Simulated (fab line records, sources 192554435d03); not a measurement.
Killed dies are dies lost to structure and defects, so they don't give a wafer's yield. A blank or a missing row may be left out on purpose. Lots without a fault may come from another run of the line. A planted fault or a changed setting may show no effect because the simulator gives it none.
Chamber matching | flow n5_finfet | N5_BEOL_M5_CO_CAP_78 on cvd_co-01: 3 sister chambers
The step material Co, precursor CCTBA/H2, target thk 2 nm, time 102.1 s. 18 wafers are shown with their chamber, then 8 later ones without.

WAFERS WITH THEIR CHAMBER
wafer  | chamber | heater_power_w (W)
L819.1 | 1       | 220
L819.2 | 2       | 194
L819.4 | 1       | 215
L815.2 | 2       | 188
L815.3 | 0       | 245
L815.4 | 0       | 241
L822.2 | 0       | 241
L822.4 | 1       | 215
L822.6 | 0       | 243
L832.2 | 2       | 188
L832.3 | 0       | 247
L832.5 | 2       | 196
L835.1 | 1       | 218
L835.4 | 2       | 190
L834.3 | 2       | 190
L834.4 | 0       | 236
L834.6 | 1       | 211
L837.1 | 1       | 216

SIGNATURES (means of the wafers above)
reading        | chamber 0 | chamber 1 | chamber 2 | scatter within a chamber
heater_power_w | 242.17    | 215.83    | 191.00    | 3.4
Rule: a wafer's distance from a chamber is the root of the sum, over the readings, of the square of ((its reading less the chamber's mean) divided by the reading's scatter). The wafer belongs to the nearest chamber; if the next one is less than 2 further off, it can't be placed. The scatter: the root of (the sum of the squares of (reading less its chamber's mean) over the shown wafers, divided by (wafers less chambers)).

WAFERS WITHOUT THEIR CHAMBER
wafer  | heater_power_w (W)
L837.3 | 191
L837.5 | 194
L836.1 | 193
L836.3 | 215
L836.6 | 218
L838.1 | 187
L838.4 | 243
L838.5 | 217

WHICH CHAMBER EACH WENT THROUGH
wafer  | from the rows above | in truth
L837.3 | 2                   | 2
L837.5 | 2                   | 2
L836.1 | 2                   | 2
L836.3 | 1                   | 1
L836.6 | 1                   | 1
L838.1 | 2                   | 2
L838.4 | 0                   | 0
L838.5 | 1                   | 1
Placed correctly: 8 of 8. Can't be placed from these rows: 0. Placed wrongly: 0.
